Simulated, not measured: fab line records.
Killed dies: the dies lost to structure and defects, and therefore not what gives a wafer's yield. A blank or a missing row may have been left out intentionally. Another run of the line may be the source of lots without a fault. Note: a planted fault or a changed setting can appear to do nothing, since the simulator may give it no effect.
Chamber matching + flow n5Finfet + rieDiel-03 running N5_DUMMY_REMOVAL_STRIP_10: 4 sister chambers
The step strips in N2/H2, time 40 s. 4 wafers are shown with their chamber, then 12 later ones without.

## EACH WAFER AND ITS CHAMBER
| wafer  | chamber | showerheadPlenumPTorr (Torr) |
|--------|---------|------------------------------|
| L082.4 | 1       | 3.32                         |
| L088.1 | 2       | 3.34                         |
| L088.2 | 3       | 3.47                         |
| L088.3 | 0       | 3.39                         |

## WAFERS WITHOUT THEIR CHAMBER
| wafer  | showerheadPlenumPTorr (Torr) |
|--------|------------------------------|
| L089.2 | 3.34                         |
| L089.4 | 3.32                         |
| L089.6 | 3.39                         |
| L091.1 | 3.38                         |
| L091.2 | 3.33                         |
| L091.4 | 3.47                         |
| L093.1 | 3.38                         |
| L093.5 | 3.33                         |
| L093.6 | 3.47                         |
| L097.2 | 3.33                         |
| L097.4 | 3.46                         |
| L097.5 | 3.38                         |

## WHICH CHAMBER EACH WENT THROUGH
| wafer  | from the rows above     | in truth |
|--------|-------------------------|----------|
| L089.2 | 2                       | 2        |
| L089.4 | 1                       | 1        |
| L089.6 | 0                       | 0        |
| L091.1 | 0                       | 0        |
| L091.2 | can't be placed: 2 or 1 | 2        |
| L091.4 | 3                       | 3        |
| L093.1 | 0                       | 0        |
| L093.5 | can't be placed: 2 or 1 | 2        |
| L093.6 | 3                       | 3        |
| L097.2 | can't be placed: 2 or 1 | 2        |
| L097.4 | 3                       | 3        |
| L097.5 | 0                       | 0        |
Correct placement for 9 of the 12. Not placeable from these rows: 3 (in 3, the candidates include the true chamber). Wrongly placed: 0.
How it was worked out, from the rows above alone: a wafer's distance from a chamber is the root of the sum, over the readings, of the square of ((its reading less the chamber's mean) divided by the reading's scatter). If the next closest chamber is less than 2 further off than the closest, the wafer can't be placed; otherwise it belongs to the closest. The mean given for a chamber averages the wafers shown for that chamber. The scatter (one wafer shown for each chamber): square how far every hidden wafer sits from the nearest shown wafer, average those squares and take the square root.
